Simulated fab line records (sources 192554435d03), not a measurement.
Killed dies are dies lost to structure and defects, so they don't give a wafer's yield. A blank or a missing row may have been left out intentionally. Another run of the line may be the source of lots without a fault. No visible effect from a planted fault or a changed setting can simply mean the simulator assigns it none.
fab line records -- flow n5-finfet
record: lots: 11, wafers: 31, last-day: 18
route steps=1938 shown BEOL_M1@824 BEOL_M4@1111 PASSIVATION@1936
lots that met no fault: taken from a fault-free run of the same line
start-h: start of the lot's first displayed wafer, in hours after the record's first day -- wait-h: hours since the lot's step before -- " same as the row above -- L1.1+2: a single row standing in for several wafers -- - no value present, or no start provided -- * or withheld: withheld -- < > ~ a bound
route shown NAME@n: a module of which the file shows steps, and the number in the route of the first -- usual: mean/standard deviation of fault-free wafers -- same: alike in all rows -- chamber/n: place in a boat -- sites: the reading at each site -- _std_site: standard deviation across them -- _edge_site: inner sites' mean taken away from outer sites' mean -- radius-mm: how far each site lies from the wafer's centre -- mask NAME#n: copy n -- behind: the tool/chamber that last shaped the wafer -- hold: what put the lot on hold/how long, in hours/how the hold closed -- device: the n, p or np transistor that did not switch -- end of line: at the end of the route, the tests of the same wafers -- a step given without rows: its recipe and nothing more -- killed: not the wafer's yield, but the dies lost to structure and defects at the first sort -- map: per-die view of a wafer (x killed, . not killed, _ where there is no die)
set.NAME: the setting that was run; set.NAME@STEP: the one run at that earlier step -- model.NAME: the simulator's own value behind a step, which no gauge read
steps of the route over a sample of lots; a table a step, a row a wafer
services: from which hour (start-h, from the record's first day; less than 0 if before it) a tool's chamber was out of use, for how many hours, and why
== steps ==
step: N5_BEOL_M1_SPUTTER_90
recipe: material: Cu, target-thk-a: 45, temp-c: -20, chamber-pressure-pa: 0.07, power-w: withheld, time-s: 8.29
usual: susceptor-temp-C: -20.01/0.11, throttle-valve-pct: 29.9/0.76
lot.wafer,tool,chamber,start-h,wait-h,susceptor-temp-C,throttle-valve-pct
L192.2,pvd-sputter-03,-,132.62,0.1,-20.03,30.4
L192.4,pvd-sputter-03,-,132.62,0.1,-20.17,29.4
L192.6,pvd-sputter-03,-,132.62,0.1,-20.18,29.0
L193.1,pvd-sputter-02,-,142.38,0.1,-20.11,30.1
L193.2,pvd-sputter-02,-,142.38,0.1,-19.95,31.3
L193.4,pvd-sputter-02,-,142.38,0.1,-20.03,29.6
L197.3,pvd-sputter-01,-,163.52,0.1,-19.93,30.2
L197.5,pvd-sputter-01,-,163.52,0.1,-20.14,29.5
L197.6,pvd-sputter-01,-,163.52,0.1,-19.92,30.2
L198.2,pvd-sputter-02,-,173.16,0.1,-19.91,29.3
L198.3,pvd-sputter-02,-,173.16,0.1,-19.91,28.5
L198.4,pvd-sputter-02,-,173.16,0.1,-20.14,31.1
L200.1,pvd-sputter-02,-,182.93,0.1,-20.03,30.1
L200.2,pvd-sputter-02,-,182.93,0.1,-19.96,31.3
L200.3,pvd-sputter-02,-,182.93,0.1,-20.26,29.0
L201.2,pvd-sputter-01,-,192.72,0.1,-20.02,29.9
L201.4,pvd-sputter-01,-,192.72,0.1,-20.00,29.3
L201.5,pvd-sputter-01,-,192.72,0.1,-19.98,29.3
L202.1,pvd-sputter-01,-,197.61,0.1,-20.10,31.0
L202.3,pvd-sputter-01,-,197.61,0.1,-20.14,29.7
L202.5,pvd-sputter-01,-,197.61,0.1,-19.93,29.7
L204.1,pvd-sputter-03,-,206.18,0.1,-20.13,29.3
L204.3,pvd-sputter-03,-,206.18,0.1,-20.01,30.6
L204.6,pvd-sputter-03,-,206.18,0.1,-19.94,30.4
L206.1,pvd-sputter-03,-,215.96,0.1,-20.16,29.3
L206.5,pvd-sputter-03,-,215.96,0.1,-19.88,30.5
L207.1,pvd-sputter-03,-,224.25,0.1,-20.07,29.7
L207.4,pvd-sputter-03,-,224.25,0.1,-20.00,29.1
L214.1,pvd-sputter-01,-,281.30,0.1,-19.96,30.3
L214.3,pvd-sputter-01,-,281.30,0.1,-19.97,29.3
L214.5,pvd-sputter-01,-,281.30,0.1,-20.07,29.5
step: N5_BEOL_M1_THK_MEAS_53
recipe: thk-meas-gauge: xrf, reads: Cu_of_BEOL_M1_ECD_50
usual: M1_THK: 40.1/1.6
lot.wafer,tool,chamber,start-h,wait-h,M1_THK[nm]
L192.2,film-metro-01,-,134.07,-,40.0
L192.4,film-metro-01,-,134.07,-,41.2
L192.6,film-metro-01,-,134.07,-,41.9
L193.1,film-metro-02,-,144.25,-,37.7
L193.2,film-metro-02,-,144.25,-,38.5
L193.4,film-metro-02,-,144.25,-,40.3
L197.3,film-metro-02,-,168.35,-,39.5
L197.5,film-metro-02,-,168.35,-,40.9
L197.6,film-metro-02,-,168.35,-,41.0
L198.2,film-metro-01,-,177.31,-,39.3
L198.3,film-metro-01,-,177.31,-,37.9
L198.4,film-metro-01,-,177.31,-,41.8
L200.1,film-metro-02,-,187.97,-,39.8
L200.2,film-metro-02,-,187.97,-,40.1
L200.3,film-metro-02,-,187.97,-,42.1
L201.2,film-metro-02,-,196.82,-,37.4
L201.4,film-metro-02,-,196.82,-,41.4
L201.5,film-metro-02,-,196.82,-,39.4
L202.1,film-metro-02,-,201.52,-,39.4
L202.3,film-metro-02,-,201.52,-,40.6
L202.5,film-metro-02,-,201.52,-,41.3
L204.1,film-metro-01,-,210.68,-,41.1
L204.3,film-metro-01,-,210.68,-,38.5
L204.6,film-metro-01,-,210.68,-,42.1
L206.1,film-metro-01,-,220.15,-,37.0
L206.5,film-metro-01,-,220.15,-,38.9
L207.1,film-metro-02,-,227.29,-,40.9
L207.4,film-metro-02,-,227.29,-,41.0
L214.1,film-metro-01,-,282.79,-,36.9
L214.3,film-metro-01,-,282.79,-,35.8
L214.5,film-metro-01,-,282.79,-,38.7
step: N5_BEOL_M1_CO_CAP_55
recipe: material: Co, target-thk-a: 20, temp-c: 200, precursor: CCTBA/H2, pressure-torr: 30, time-s: 102.1
usual: heater-power-w: 235/24, run-length-s: 125.3/0.42, susceptor-temp-C: 199.97/0.17
lot.wafer,tool,chamber,start-h,wait-h,heater-power-w,run-length-s,since-wet-clean-h,susceptor-temp-C
L192.2,cvd-co-01,1,134.15,0.0,226,124.9,1113,199.99
L192.4,cvd-co-01,0,134.15,0.0,220,126.0,-,200.00
L192.6,cvd-co-01,2,134.15,0.0,208,125.2,-,200.19
L193.1,cvd-co-02,2,144.32,0.0,223,125.1,445,200.24
L193.2,cvd-co-02,1,144.32,0.0,272,124.7,8,199.85
L193.4,cvd-co-02,2,144.32,0.0,221,125.3,-,199.76
L197.3,cvd-co-02,1,168.43,0.0,276,125.0,32,199.94
L197.5,cvd-co-02,1,168.43,0.0,282,124.5,-,200.10
L197.6,cvd-co-02,2,168.43,0.0,227,125.9,-,199.65
L198.2,cvd-co-01,2,177.38,0.0,210,125.2,259,199.96
L198.3,cvd-co-01,1,177.38,0.0,229,125.8,1156,200.03
L198.4,cvd-co-01,2,177.38,0.0,209,125.2,-,199.92
L200.1,cvd-co-01,0,188.05,0.0,228,125.8,729,199.81
L200.2,cvd-co-01,1,188.05,0.0,227,125.4,1167,199.80
L200.3,cvd-co-01,2,188.05,0.0,212,124.8,270,199.93
L201.2,cvd-co-01,1,196.92,0.0,222,125.0,1176,199.87
L201.4,cvd-co-01,0,196.92,0.0,232,126.3,-,199.98
L201.5,cvd-co-01,0,196.92,0.0,226,125.7,-,199.68
L202.1,cvd-co-02,2,201.63,0.0,219,125.4,502,200.06
L202.3,cvd-co-02,1,201.63,0.0,269,125.0,65,199.69
L202.5,cvd-co-02,0,201.63,0.0,272,125.3,-,200.02
L204.1,cvd-co-01,1,210.78,0.0,228,172.6,1189,199.83
L204.3,cvd-co-01,2,210.78,0.0,204,125.2,-,200.03
L204.6,cvd-co-01,1,210.78,0.0,226,172.8,-,199.77
L206.1,cvd-co-01,2,220.22,0.0,208,172.2,302,200.06
L206.5,cvd-co-01,2,220.22,0.0,208,125.3,-,200.21
L207.1,cvd-co-01,1,227.36,0.0,228,173.0,1206,200.03
L207.4,cvd-co-01,1,227.36,0.0,221,125.2,-,199.82
L214.1,cvd-co-01,2,282.87,0.0,205,124.7,365,200.02
L214.3,cvd-co-01,0,282.87,0.0,230,125.7,824,200.17
L214.5,cvd-co-01,1,282.87,0.0,229,125.7,-,199.70
step: N5_BEOL_M1_RS_MEAS_58
recipe: thk-meas-gauge: four-point-probe, reads: Co_of_BEOL_M1_CO_CAP_55+Cu_of_BEOL_M1_ECD_50+Co_of_BEOL_M1_CVD_47+TaN_of_BEOL_M1_ALD_84
usual: M1_RS: 0.66/0.034
lot.wafer,tool,chamber,start-h,wait-h,M1_RS[ohm/sq]
L192.2,film-metro-02,-,134.33,0.1,0.67
L192.4,film-metro-02,-,134.33,0.1,0.65
L192.6,film-metro-02,-,134.33,0.1,0.63
L193.1,film-metro-02,-,144.52,0.0,0.72
L193.2,film-metro-02,-,144.52,0.0,0.70
L193.4,film-metro-02,-,144.52,0.0,0.66
L197.3,film-metro-01,-,168.61,0.1,0.68
L197.5,film-metro-01,-,168.61,0.1,0.65
L197.6,film-metro-01,-,168.61,0.1,0.65
L198.2,film-metro-01,-,177.57,0.1,0.67
L198.3,film-metro-01,-,177.57,0.1,0.70
L198.4,film-metro-01,-,177.57,0.1,0.62
L200.1,film-metro-02,-,188.23,0.0,0.67
L200.2,film-metro-02,-,188.23,0.0,0.66
L200.3,film-metro-02,-,188.23,0.0,0.62
L201.2,film-metro-01,-,197.14,0.1,0.72
L201.4,film-metro-01,-,197.14,0.1,0.63
L201.5,film-metro-01,-,197.14,0.1,0.67
L202.1,film-metro-01,-,201.81,0.0,0.67
L202.3,film-metro-01,-,201.81,0.0,0.65
L202.5,film-metro-01,-,201.81,0.0,0.63
L204.1,film-metro-01,-,211.00,0.0,0.63
L204.3,film-metro-01,-,211.00,0.0,0.69
L204.6,film-metro-01,-,211.00,0.0,0.61
L206.1,film-metro-01,-,220.44,0.1,0.73
L206.5,film-metro-01,-,220.44,0.1,0.68
L207.1,film-metro-02,-,227.58,0.1,0.65
L207.4,film-metro-02,-,227.58,0.1,0.64
L214.1,film-metro-02,-,283.05,0.0,0.73
L214.3,film-metro-02,-,283.05,0.0,0.76
L214.5,film-metro-02,-,283.05,0.0,0.69
step: N5_BEOL_M4_RC_MEAS_101
usual: DIBL_N: 35.7/1.3, DIBL_P: 35.4/1.8, IOFF_N: 0.152/0.027, IOFF_P: 0.20/0.034, ION_N: 672/9.8, ION_P: 461/7.5, SS_N: 71.4/0.55, SS_P: 73.1/0.61, VT_N: 251/3.3, VT_P: -251/3.6
lot.wafer,tool,chamber,start-h,wait-h,DIBL_N[mV/V],DIBL_P[mV/V],IOFF_N[nA/um],IOFF_P[nA/um],ION_N[uA/um],ION_P[uA/um],SS_N[mV/dec],SS_P[mV/dec],VT_N[mV],VT_P[mV]
L192.2,prober-01,0,167.97,0.2,34.0,32.5,0.114,0.16,661,457,70.3,72.7,255,-255
L192.4,prober-01,0,167.97,0.2,35.2,34.1,0.133,0.18,670,464,70.6,73.5,253,-251
L192.6,prober-01,0,167.97,0.2,34.4,34.2,0.126,0.18,659,452,71.3,73.0,255,-250
L193.1,prober-01,0,179.12,0.0,38.6,38.5,0.217,0.30,674,468,72.4,74.4,248,-244
L193.2,prober-01,0,179.12,0.0,34.7,32.9,0.139,0.21,671,463,71.0,72.9,251,-249
L193.4,prober-01,0,179.12,0.0,34.8,34.2,0.144,0.22,673,460,71.6,73.5,251,-248
L197.3,prober-02,0,200.58,0.3,35.7,36.7,0.162,0.23,680,468,71.3,72.6,247,-247
L197.5,prober-02,0,200.58,0.3,35.7,36.7,0.163,0.23,678,467,71.4,72.1,247,-248
L197.6,prober-02,0,200.58,0.3,35.1,36.3,0.152,0.22,678,467,71.0,73.0,249,-247
L198.2,prober-02,0,209.83,0.2,36.0,36.9,0.162,0.21,676,465,72.1,73.2,247,-251
L198.3,prober-02,0,209.83,0.2,35.9,36.5,0.157,0.20,682,459,71.7,72.6,248,-250
L198.4,prober-02,0,209.83,0.2,35.6,35.6,0.153,0.20,674,462,71.3,73.1,248,-250
L200.1,prober-02,0,219.25,0.4,36.5,34.9,0.147,0.19,671,458,72.1,73.5,251,-248
L200.2,prober-02,0,219.25,0.4,37.6,35.7,0.154,0.21,669,459,71.6,73.0,250,-251
L200.3,prober-02,0,219.25,0.4,37.4,36.3,0.156,0.21,675,458,72.1,73.0,253,-249
L201.2,prober-02,0,227.33,0.2,37.7,38.4,0.186,0.26,680,466,72.5,74.4,250,-245
L201.4,prober-02,0,227.33,0.2,35.7,35.6,0.148,0.22,662,463,71.3,73.1,250,-248
L201.5,prober-02,0,227.33,0.2,34.8,34.8,0.139,0.21,677,465,70.7,73.3,250,-248
L202.1,prober-02,0,236.93,0.0,37.6,35.4,0.182,0.22,679,466,71.1,72.9,245,-248
L202.3,prober-02,0,236.93,0.0,37.1,35.1,0.195,0.23,686,469,70.6,73.9,244,-245
L202.5,prober-02,0,236.93,0.0,36.1,34.5,0.168,0.21,684,468,70.3,73.2,244,-248
L204.1,prober-02,0,241.33,0.2,34.1,33.8,0.115,0.16,656,450,71.3,72.5,254,-253
L204.3,prober-02,0,241.33,0.2,35.7,35.6,0.138,0.18,673,454,72.0,72.6,254,-255
L204.6,prober-02,0,241.33,0.2,36.3,36.0,0.146,0.19,661,452,71.7,73.2,253,-254
L206.1,prober-01,0,256.09,0.0,35.6,34.7,0.137,0.17,675,451,71.7,73.1,254,-254
L206.5,prober-01,0,256.09,0.0,35.8,35.1,0.145,0.18,665,456,71.5,73.2,253,-256
L207.1,prober-01,0,261.82,0.0,35.0,34.7,0.129,0.19,657,458,71.1,73.4,253,-250
L207.4,prober-01,0,261.82,0.0,34.6,33.7,0.115,0.17,653,453,70.1,72.1,256,-250
L214.1,prober-02,0,318.48,0.0,34.8,33.5,0.121,0.19,674,459,70.5,73.0,254,-252
L214.3,prober-02,0,318.48,0.0,33.8,32.4,0.104,0.17,653,457,70.8,72.3,259,-253
L214.5,prober-02,0,318.48,0.0,35.4,34.7,0.132,0.20,668,467,71.3,73.0,252,-249
step: N5_PASSIVATION_PROBE_49
usual: defect-limited-yield: 91.5/1.3, killed_at_M0_to_M3: 33/11, killed_at_M4_up: 14/5.3, killed-at-contacts: 11/6.3, killed-at-front-end: 38/10, killed-at-other: 3.7/2.8, killed-dies: 101/16, killed-open: 67/12, killed-short: 32/7.4, sort_bin_5_function: 5.0/0.86, sort_bin_6_memory: 3.2/0.69, sort-n-pass: 1079/16, sort-yield-pct: 91.5/1.3
same: gross-dies: 1180, killed-at-back-side: 0, sort_bin_4_leakage[%]: 0, sort_bin_8_speed[%]: 0
lot.wafer,tool,chamber,start-h,wait-h,defect-limited-yield[%],killed_at_M0_to_M3,killed_at_M4_up,killed-at-contacts,killed-at-front-end,killed-at-other,killed-dies,killed-open,killed-short,sort_bin_5_function[%],sort_bin_6_memory[%],sort-n-pass,sort-yield-pct[%]
L192.2,prober-01,-,281.75,0.2,92.6,50,4,12,21,0,87,62,23,4.3,2.8,1093,92.6
L192.4,prober-01,-,281.85,0.3,92.5,39,6,7,37,0,89,57,29,4.2,2.9,1091,92.5
L192.6,prober-01,-,281.95,0.4,92.7,42,10,15,18,1,86,58,27,4.9,2.2,1094,92.7
L197.3,prober-02,-,304.89,0.1,93.6,20,17,16,20,3,76,46,29,2.8,3.1,1104,93.6
L197.5,prober-02,-,304.99,0.2,90.9,26,16,22,41,2,107,82,24,5.2,3.5,1073,90.9
L197.6,prober-02,-,305.04,0.3,93.0,21,12,15,34,1,83,54,26,4.1,2.8,1097,93.0
L198.2,prober-02,-,306.20,0.1,89.7,37,22,9,49,4,121,89,32,5.7,4.4,1059,89.7
L198.3,prober-02,-,306.25,0.1,93.1,26,23,4,27,1,81,52,28,4.0,2.6,1099,93.1
L198.4,prober-02,-,306.30,0.2,89.3,46,12,10,56,2,126,81,45,6.4,4.0,1054,89.3
L202.1,prober-02,-,338.59,0.0,94.8,15,16,5,25,0,61,39,21,2.5,2.2,1119,94.8
L202.3,prober-02,-,338.69,0.1,92.8,22,5,15,39,4,85,46,37,4.2,2.6,1095,92.8
L202.5,prober-02,-,338.79,0.2,94.0,15,10,9,32,5,71,47,24,2.8,2.8,1109,94.0
killed by level:class
L192.2 BEOL_M3:geometric-particle:open=15 MOL_CONTACT_COAG:geometric-particle:open=11 BEOL_M0_SAQP:geometric-particle:open=8 BEOL_M0_SAQP:geometric-particle:short=7 STI_FIN_REVEAL:geometric-particle:open=6 BEOL_M0:geometric-particle:open=5 GATE_CUT:geometric-particle:open=4 BEOL_M1:geometric-particle:open=4
L192.4 STI_FIN_REVEAL:geometric-particle:open=11 BEOL_M1:geometric-particle:open=8 MOL_CONTACT_COAG:geometric-particle:open=6 BEOL_M1:geometric-particle:short=6 GATE_CUT:geometric-particle:short=5 BEOL_M0:geometric-particle:open=5 BEOL_M3:geometric-particle:open=5 BEOL_M2:geometric-particle:open=4
L192.6 BEOL_M0_SAQP:geometric-particle:open=15 MOL_CONTACT_COAG:geometric-particle:open=12 BEOL_M0_SAQP:geometric-particle:short=9 GATE_CUT:geometric-particle:short=5 BEOL_M3:geometric-particle:open=5 BEOL_M1:geometric-particle:open=4 BEOL_M2:geometric-particle:open=4 STI_FIN_REVEAL:geometric-particle:open=3
L197.3 MOL_CONTACT_COAG:geometric-particle:open=12 BEOL_M0_SAQP:geometric-particle:open=6 BEOL_M7:geometric-particle:open=6 GATE_CUT:geometric-particle:short=4 MOL_CONTACT_COAG:geometric-particle:short=4 BEOL_M0_SAQP:geometric-particle:short=4 BEOL_M1:geometric-particle:open=4 BEOL_M4:geometric-particle:open=4
L197.5 MOL_CONTACT_COAG:geometric-particle:open=19 STI_FIN_REVEAL:geometric-particle:open=11 BEOL_M3:geometric-particle:open=10 BEOL_M4:geometric-particle:open=8 FIN_SAQP:geometric-particle:open=7 GATE_CUT:geometric-particle:short=6 FIN_SAQP:geometric-particle:short=4 BEOL_M1:geometric-particle:open=4
L197.6 MOL_CONTACT_COAG:geometric-particle:open=11 FIN_SAQP:geometric-particle:short=9 FIN_SAQP:geometric-particle:open=8 BEOL_M0_SAQP:geometric-particle:open=6 BEOL_M3:geometric-particle:open=5 STI_FIN_REVEAL:geometric-particle:open=4 MOL_CONTACT_COAG:geometric-particle:short=4 BEOL_M4:geometric-particle:open=4
L198.2 FIN_SAQP:geometric-particle:open=15 BEOL_M4:geometric-particle:open=13 BEOL_M2:geometric-particle:open=11 BEOL_M0_SAQP:geometric-particle:open=10 FIN_SAQP:geometric-particle:short=7 STI_FIN_REVEAL:geometric-particle:open=7 MOL_CONTACT_COAG:geometric-particle:open=7 BEOL_M1:geometric-particle:open=5
L198.3 BEOL_M4:geometric-particle:open=10 FIN_SAQP:geometric-particle:open=7 FIN_SAQP:geometric-particle:short=7 BEOL_M1:geometric-particle:open=6 BEOL_M3:geometric-particle:open=5 BEOL_M3:geometric-particle:short=5 BEOL_M5:geometric-particle:open=4 DUMMY_GATE:geometric-particle:open=3
L198.4 FIN_SAQP:geometric-particle:open=28 BEOL_M3:geometric-particle:short=12 MOL_CONTACT_COAG:geometric-particle:open=10 BEOL_M1:geometric-particle:short=10 FIN_SAQP:geometric-particle:short=9 BEOL_M4:geometric-particle:open=6 BEOL_M0_SAQP:geometric-particle:short=5 DUMMY_GATE:geometric-particle:open=5
L202.1 STI_FIN_REVEAL:geometric-particle:open=5 BEOL_M4:geometric-particle:open=5 STARTING-WAFER:geometric-particle:open=5 FIN_SAQP:geometric-particle:open=4 BEOL_M1:geometric-particle:open=4 BEOL_M4:geometric-particle:short=4 MOL_CONTACT_COAG:geometric-particle:open=3 ILD0:geometric-particle:short=2
L202.3 FIN_SAQP:geometric-particle:short=10 STI_FIN_REVEAL:geometric-particle:open=9 MOL_CONTACT_COAG:geometric-particle:short=8 MOL_CONTACT_COAG:geometric-particle:open=7 FIN_SAQP:geometric-particle:open=6 BEOL_M0_SAQP:geometric-particle:open=4 BEOL_M0_SAQP:geometric-particle:short=4 BEOL_M3:geometric-particle:open=4
L202.5 FIN_SAQP:geometric-particle:short=6 STI_FIN_REVEAL:geometric-particle:open=6 MOL_CONTACT_COAG:geometric-particle:open=5 FIN_SAQP:geometric-particle:open=4 MOL_CONTACT_COAG:geometric-particle:short=4 GATE_CUT:geometric-particle:open=4 BEOL_M0_SAQP:geometric-particle:open=4 BEOL_M4:geometric-particle:open=4
== services ==
tool,chamber,start-h,hours,kind
cvd-co-02,1,114.67,-,clean
cvd-co-02,1,114.67,22.0,scheduled-down
cvd-co-02,1,114.67,22.0,vent-cycle
cvd-co-01,-,122.50,0.8,repair
cvd-co-01,-,153.72,6.9,pm
cvd-co-02,-,168.66,0.6,repair
cvd-co-01,2,189.17,15.3,repair
cvd-co-01,1,205.77,4.3,repair
cvd-co-01,0,208.60,9.6,repair
cvd-co-02,-,227.63,6.0,pm
cvd-co-02,-,243.17,20.8,repair
== key ==
first-sign: step: N5_BEOL_M1_CO_CAP_55, reading: run-length-s, direction: up, sigmas: 99+, usual: *, struck: *
effect none on later readings
met-at N5_BEOL_M1_CO_CAP_55
struck-lots L204,L206,L207
struck-wafers L204.1,L204.6,L206.1,L207.1
not-acting-at N5_BEOL_M1_SPUTTER_90,N5_BEOL_M1_THK_MEAS_53,N5_BEOL_M1_RS_MEAS_58
onset-between 196.92 210.78
fault: kind: process-parameter-drift, tool: cvd-co-01, chamber: -, onset-h: 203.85, steps: N5_BEOL_M1_CO_CAP_55, channel: time-s, offset: *, shape: step, end-h: 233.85, scope: struck-wafers-only, acts-in: *, stated: *
